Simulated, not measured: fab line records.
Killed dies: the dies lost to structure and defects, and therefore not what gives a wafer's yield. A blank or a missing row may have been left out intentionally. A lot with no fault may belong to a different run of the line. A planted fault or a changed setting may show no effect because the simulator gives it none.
Matching of chambers :: flow n5Finfet :: 4 sister chambers for N5_BEOL_M0_SAQP_ETCH_84 on rieDiel-01
The step etches SOC in N2/H2, target depth 100 nm, overetch 20 nm, time 150 s. 27 wafers are shown with their chamber, then 12 later ones without.

EACH WAFER AND ITS CHAMBER
wafer: L074.1
chamber: 1
drypumpMotorCurrentA (A): 5.4
throttleValvePct (%): 17.20
showerheadPlenumPTorr (Torr): 2.49

wafer: L074.4
chamber: 1
drypumpMotorCurrentA (A): 5.4
throttleValvePct (%): 17.21
showerheadPlenumPTorr (Torr): 2.49

wafer: L074.6
chamber: 3
drypumpMotorCurrentA (A): 6.0
throttleValvePct (%): 17.64
showerheadPlenumPTorr (Torr): 2.59

wafer: L076.1
chamber: 1
drypumpMotorCurrentA (A): 5.4
throttleValvePct (%): 17.21
showerheadPlenumPTorr (Torr): 2.49

wafer: L076.3
chamber: 2
drypumpMotorCurrentA (A): 5.3
throttleValvePct (%): 17.25
showerheadPlenumPTorr (Torr): 2.46

wafer: L076.6
chamber: 1
drypumpMotorCurrentA (A): 5.4
throttleValvePct (%): 17.22
showerheadPlenumPTorr (Torr): 2.49

wafer: L077.2
chamber: 2
drypumpMotorCurrentA (A): 5.3
throttleValvePct (%): 17.24
showerheadPlenumPTorr (Torr): 2.46

wafer: L077.4
chamber: 3
drypumpMotorCurrentA (A): 6.1
throttleValvePct (%): 17.65
showerheadPlenumPTorr (Torr): 2.58

wafer: L077.6
chamber: 0
drypumpMotorCurrentA (A): 5.5
throttleValvePct (%): 17.51
showerheadPlenumPTorr (Torr): 2.48

wafer: L081.1
chamber: 1
drypumpMotorCurrentA (A): 5.4
throttleValvePct (%): 17.24
showerheadPlenumPTorr (Torr): 2.49

wafer: L081.2
chamber: 0
drypumpMotorCurrentA (A): 5.5
throttleValvePct (%): 17.52
showerheadPlenumPTorr (Torr): 2.48

wafer: L081.4
chamber: 3
drypumpMotorCurrentA (A): 6.0
throttleValvePct (%): 17.68
showerheadPlenumPTorr (Torr): 2.58

wafer: L082.2
chamber: 1
drypumpMotorCurrentA (A): 5.4
throttleValvePct (%): 17.24
showerheadPlenumPTorr (Torr): 2.49

wafer: L082.3
chamber: 2
drypumpMotorCurrentA (A): 5.2
throttleValvePct (%): 17.26
showerheadPlenumPTorr (Torr): 2.46

wafer: L082.4
chamber: 3
drypumpMotorCurrentA (A): 6.0
throttleValvePct (%): 17.67
showerheadPlenumPTorr (Torr): 2.58

wafer: L083.1
chamber: 3
drypumpMotorCurrentA (A): 6.0
throttleValvePct (%): 17.67
showerheadPlenumPTorr (Torr): 2.58

wafer: L083.5
chamber: 0
drypumpMotorCurrentA (A): 5.5
throttleValvePct (%): 17.54
showerheadPlenumPTorr (Torr): 2.47

wafer: L083.6
chamber: 1
drypumpMotorCurrentA (A): 5.4
throttleValvePct (%): 17.23
showerheadPlenumPTorr (Torr): 2.49

wafer: L084.3
chamber: 3
drypumpMotorCurrentA (A): 6.1
throttleValvePct (%): 17.67
showerheadPlenumPTorr (Torr): 2.58

wafer: L084.4
chamber: 1
drypumpMotorCurrentA (A): 5.4
throttleValvePct (%): 17.25
showerheadPlenumPTorr (Torr): 2.48

wafer: L084.6
chamber: 0
drypumpMotorCurrentA (A): 5.5
throttleValvePct (%): 17.54
showerheadPlenumPTorr (Torr): 2.47

wafer: L087.2
chamber: 0
drypumpMotorCurrentA (A): 5.5
throttleValvePct (%): 17.54
showerheadPlenumPTorr (Torr): 2.47

wafer: L087.5
chamber: 0
drypumpMotorCurrentA (A): 5.5
throttleValvePct (%): 17.54
showerheadPlenumPTorr (Torr): 2.47

wafer: L087.6
chamber: 1
drypumpMotorCurrentA (A): 5.4
throttleValvePct (%): 17.25
showerheadPlenumPTorr (Torr): 2.48

wafer: L089.1
chamber: 2
drypumpMotorCurrentA (A): 5.3
throttleValvePct (%): 17.29
showerheadPlenumPTorr (Torr): 2.45

wafer: L089.4
chamber: 3
drypumpMotorCurrentA (A): 6.0
throttleValvePct (%): 17.68
showerheadPlenumPTorr (Torr): 2.57

wafer: L089.6
chamber: 2
drypumpMotorCurrentA (A): 5.2
throttleValvePct (%): 17.26
showerheadPlenumPTorr (Torr): 2.45

SIGNATURES (means of the wafers above)
reading: drypumpMotorCurrentA
chamber 0: 5.500
chamber 1: 5.400
chamber 2: 5.260
chamber 3: 6.029
scatter within a chamber: 0.0338

reading: throttleValvePct
chamber 0: 17.5317
chamber 1: 17.2278
chamber 2: 17.2600
chamber 3: 17.6657
scatter within a chamber: 0.0167

reading: showerheadPlenumPTorr
chamber 0: 2.4733
chamber 1: 2.4878
chamber 2: 2.4560
chamber 3: 2.5800
scatter within a chamber: 0.00515
Rule: distance of a wafer from a chamber = root of the sum over the readings of ((wafer's reading minus chamber's mean) / reading's scatter) squared. If the next closest chamber is less than 2 further off than the closest, the wafer can't be placed; otherwise it belongs to the closest. The scatter: take each reading less its chamber's mean, square it, sum over the shown wafers, divide by the number of wafers less the number of chambers, and take the root.

WAFERS WITHOUT THEIR CHAMBER
wafer: L091.2
drypumpMotorCurrentA (A): 6.0
throttleValvePct (%): 17.70
showerheadPlenumPTorr (Torr): 2.57

wafer: L091.3
drypumpMotorCurrentA (A): 5.4
throttleValvePct (%): 17.26
showerheadPlenumPTorr (Torr): 2.48

wafer: L091.5
drypumpMotorCurrentA (A): 5.5
throttleValvePct (%): 17.56
showerheadPlenumPTorr (Torr): 2.47

wafer: L092.1
drypumpMotorCurrentA (A): 5.5
throttleValvePct (%): 17.57
showerheadPlenumPTorr (Torr): 2.47

wafer: L092.2
drypumpMotorCurrentA (A): 6.1
throttleValvePct (%): 17.71
showerheadPlenumPTorr (Torr): 2.57

wafer: L092.5
drypumpMotorCurrentA (A): 5.5
throttleValvePct (%): 17.55
showerheadPlenumPTorr (Torr): 2.47

wafer: L093.3
drypumpMotorCurrentA (A): 5.3
throttleValvePct (%): 17.31
showerheadPlenumPTorr (Torr): 2.45

wafer: L093.5
drypumpMotorCurrentA (A): 5.3
throttleValvePct (%): 17.31
showerheadPlenumPTorr (Torr): 2.45

wafer: L093.6
drypumpMotorCurrentA (A): 6.0
throttleValvePct (%): 17.70
showerheadPlenumPTorr (Torr): 2.57

wafer: L095.2
drypumpMotorCurrentA (A): 5.3
throttleValvePct (%): 17.31
showerheadPlenumPTorr (Torr): 2.44

wafer: L095.5
drypumpMotorCurrentA (A): 5.5
throttleValvePct (%): 17.56
showerheadPlenumPTorr (Torr): 2.46

wafer: L095.6
drypumpMotorCurrentA (A): 6.1
throttleValvePct (%): 17.72
showerheadPlenumPTorr (Torr): 2.57

EACH ONE'S CHAMBER
wafer: L091.2
from the rows above: 3
in truth: 3

wafer: L091.3
from the rows above: 1
in truth: 1

wafer: L091.5
from the rows above: 0
in truth: 0

wafer: L092.1
from the rows above: 0
in truth: 0

wafer: L092.2
from the rows above: 3
in truth: 3

wafer: L092.5
from the rows above: 0
in truth: 0

wafer: L093.3
from the rows above: 2
in truth: 2

wafer: L093.5
from the rows above: 2
in truth: 2

wafer: L093.6
from the rows above: 3
in truth: 3

wafer: L095.2
from the rows above: 2
in truth: 2

wafer: L095.5
from the rows above: 0
in truth: 0

wafer: L095.6
from the rows above: 3
in truth: 3
Correct placement for 12 of the 12. Not placeable from these rows: 0. Number placed wrongly: 0.
